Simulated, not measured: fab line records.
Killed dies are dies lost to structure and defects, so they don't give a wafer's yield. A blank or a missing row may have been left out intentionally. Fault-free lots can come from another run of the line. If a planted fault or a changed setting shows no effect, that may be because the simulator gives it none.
Matching of chambers || flow n5-finfet || rie-diel-03 running N5_BEOL_M0_SAQP_CUT_ETCH_46: 4 sister chambers
The step etches SOC in N2/H2, target depth 135 nm, overetch 27 nm, time 202.5 s. 20 wafers are shown with their chamber, then 10 later ones without.

## EACH WAFER AND ITS CHAMBER
{"wafer": "L075.1", "chamber": 0, "showerhead-plenum-p-Torr (Torr)": 2.59, "throttle-valve-pct (%)": 17.94, "drypump-motor-current-A (A)": 5.8}
{"wafer": "L075.4", "chamber": 2, "showerhead-plenum-p-Torr (Torr)": 2.49, "throttle-valve-pct (%)": 17.51, "drypump-motor-current-A (A)": 6.5}
{"wafer": "L075.6", "chamber": 1, "showerhead-plenum-p-Torr (Torr)": 2.42, "throttle-valve-pct (%)": 18.04, "drypump-motor-current-A (A)": 5.6}
{"wafer": "L076.3", "chamber": 3, "showerhead-plenum-p-Torr (Torr)": 2.41, "throttle-valve-pct (%)": 17.67, "drypump-motor-current-A (A)": 5.5}
{"wafer": "L076.4", "chamber": 2, "showerhead-plenum-p-Torr (Torr)": 2.49, "throttle-valve-pct (%)": 17.51, "drypump-motor-current-A (A)": 6.6}
{"wafer": "L076.5", "chamber": 0, "showerhead-plenum-p-Torr (Torr)": 2.59, "throttle-valve-pct (%)": 17.95, "drypump-motor-current-A (A)": 5.9}
{"wafer": "L079.1", "chamber": 2, "showerhead-plenum-p-Torr (Torr)": 2.48, "throttle-valve-pct (%)": 17.52, "drypump-motor-current-A (A)": 6.6}
{"wafer": "L079.2", "chamber": 0, "showerhead-plenum-p-Torr (Torr)": 2.59, "throttle-valve-pct (%)": 17.98, "drypump-motor-current-A (A)": 5.8}
{"wafer": "L079.3", "chamber": 1, "showerhead-plenum-p-Torr (Torr)": 2.42, "throttle-valve-pct (%)": 18.05, "drypump-motor-current-A (A)": 5.6}
{"wafer": "L080.2", "chamber": 2, "showerhead-plenum-p-Torr (Torr)": 2.48, "throttle-valve-pct (%)": 17.51, "drypump-motor-current-A (A)": 6.6}
{"wafer": "L080.4", "chamber": 3, "showerhead-plenum-p-Torr (Torr)": 2.40, "throttle-valve-pct (%)": 17.68, "drypump-motor-current-A (A)": 5.5}
{"wafer": "L080.5", "chamber": 1, "showerhead-plenum-p-Torr (Torr)": 2.42, "throttle-valve-pct (%)": 18.04, "drypump-motor-current-A (A)": 5.6}
{"wafer": "L081.2", "chamber": 2, "showerhead-plenum-p-Torr (Torr)": 2.48, "throttle-valve-pct (%)": 17.52, "drypump-motor-current-A (A)": 6.5}
{"wafer": "L081.3", "chamber": 0, "showerhead-plenum-p-Torr (Torr)": 2.59, "throttle-valve-pct (%)": 18.01, "drypump-motor-current-A (A)": 5.9}
{"wafer": "L081.5", "chamber": 0, "showerhead-plenum-p-Torr (Torr)": 2.59, "throttle-valve-pct (%)": 17.99, "drypump-motor-current-A (A)": 5.8}
{"wafer": "L082.1", "chamber": 3, "showerhead-plenum-p-Torr (Torr)": 2.40, "throttle-valve-pct (%)": 17.68, "drypump-motor-current-A (A)": 5.5}
{"wafer": "L082.4", "chamber": 1, "showerhead-plenum-p-Torr (Torr)": 2.42, "throttle-valve-pct (%)": 18.07, "drypump-motor-current-A (A)": 5.6}
{"wafer": "L082.6", "chamber": 0, "showerhead-plenum-p-Torr (Torr)": 2.59, "throttle-valve-pct (%)": 17.98, "drypump-motor-current-A (A)": 5.8}
{"wafer": "L083.1", "chamber": 3, "showerhead-plenum-p-Torr (Torr)": 2.40, "throttle-valve-pct (%)": 17.69, "drypump-motor-current-A (A)": 5.5}
{"wafer": "L083.3", "chamber": 0, "showerhead-plenum-p-Torr (Torr)": 2.59, "throttle-valve-pct (%)": 17.99, "drypump-motor-current-A (A)": 5.9}

SIGNATURES (means of the wafers above)
{"reading": "showerhead-plenum-p-Torr", "chamber 0": 2.5900, "chamber 1": 2.4200, "chamber 2": 2.4840, "chamber 3": 2.4025, "scatter within a chamber": 0.00349}
{"reading": "throttle-valve-pct", "chamber 0": 17.9771, "chamber 1": 18.0500, "chamber 2": 17.5140, "chamber 3": 17.6800, "scatter within a chamber": 0.0167}
{"reading": "drypump-motor-current-A", "chamber 0": 5.843, "chamber 1": 5.600, "chamber 2": 6.560, "chamber 3": 5.500, "scatter within a chamber": 0.0427}
Rule: distance of a wafer from a chamber = root of the sum over the readings of ((wafer's reading minus chamber's mean) / reading's scatter) squared. The wafer belongs to the nearest chamber; if the next one is less than 2 further off, it can't be placed. The scatter is the square root of a quotient: the sum, over the shown wafers, of each reading's squared deviation from its chamber's mean, divided by wafers minus chambers.

## WAFERS WITH NO CHAMBER GIVEN
{"wafer": "L083.4", "showerhead-plenum-p-Torr (Torr)": 2.48, "throttle-valve-pct (%)": 17.52, "drypump-motor-current-A (A)": 6.6}
{"wafer": "L094.2", "showerhead-plenum-p-Torr (Torr)": 2.41, "throttle-valve-pct (%)": 18.10, "drypump-motor-current-A (A)": 5.6}
{"wafer": "L094.3", "showerhead-plenum-p-Torr (Torr)": 2.47, "throttle-valve-pct (%)": 17.11, "drypump-motor-current-A (A)": 6.5}
{"wafer": "L094.5", "showerhead-plenum-p-Torr (Torr)": 2.48, "throttle-valve-pct (%)": 17.11, "drypump-motor-current-A (A)": 6.5}
{"wafer": "L095.1", "showerhead-plenum-p-Torr (Torr)": 2.58, "throttle-valve-pct (%)": 18.03, "drypump-motor-current-A (A)": 5.8}
{"wafer": "L095.4", "showerhead-plenum-p-Torr (Torr)": 2.58, "throttle-valve-pct (%)": 18.03, "drypump-motor-current-A (A)": 5.8}
{"wafer": "L095.6", "showerhead-plenum-p-Torr (Torr)": 2.47, "throttle-valve-pct (%)": 17.13, "drypump-motor-current-A (A)": 6.5}
{"wafer": "L097.2", "showerhead-plenum-p-Torr (Torr)": 2.47, "throttle-valve-pct (%)": 17.11, "drypump-motor-current-A (A)": 6.6}
{"wafer": "L097.5", "showerhead-plenum-p-Torr (Torr)": 2.57, "throttle-valve-pct (%)": 18.03, "drypump-motor-current-A (A)": 5.8}
{"wafer": "L097.6", "showerhead-plenum-p-Torr (Torr)": 2.40, "throttle-valve-pct (%)": 18.13, "drypump-motor-current-A (A)": 5.6}

## WHICH CHAMBER EACH WENT THROUGH
{"wafer": "L083.4", "from the rows above": 2, "in truth": 2}
{"wafer": "L094.2", "from the rows above": 1, "in truth": 1}
{"wafer": "L094.3", "from the rows above": 2, "in truth": 2}
{"wafer": "L094.5", "from the rows above": 2, "in truth": 2}
{"wafer": "L095.1", "from the rows above": 0, "in truth": 0}
{"wafer": "L095.4", "from the rows above": 0, "in truth": 0}
{"wafer": "L095.6", "from the rows above": 2, "in truth": 2}
{"wafer": "L097.2", "from the rows above": 2, "in truth": 2}
{"wafer": "L097.5", "from the rows above": 0, "in truth": 0}
{"wafer": "L097.6", "from the rows above": 1, "in truth": 1}
Correct placement for 10 of the 10. From these rows, 0 cannot be placed. Number placed wrongly: 0.
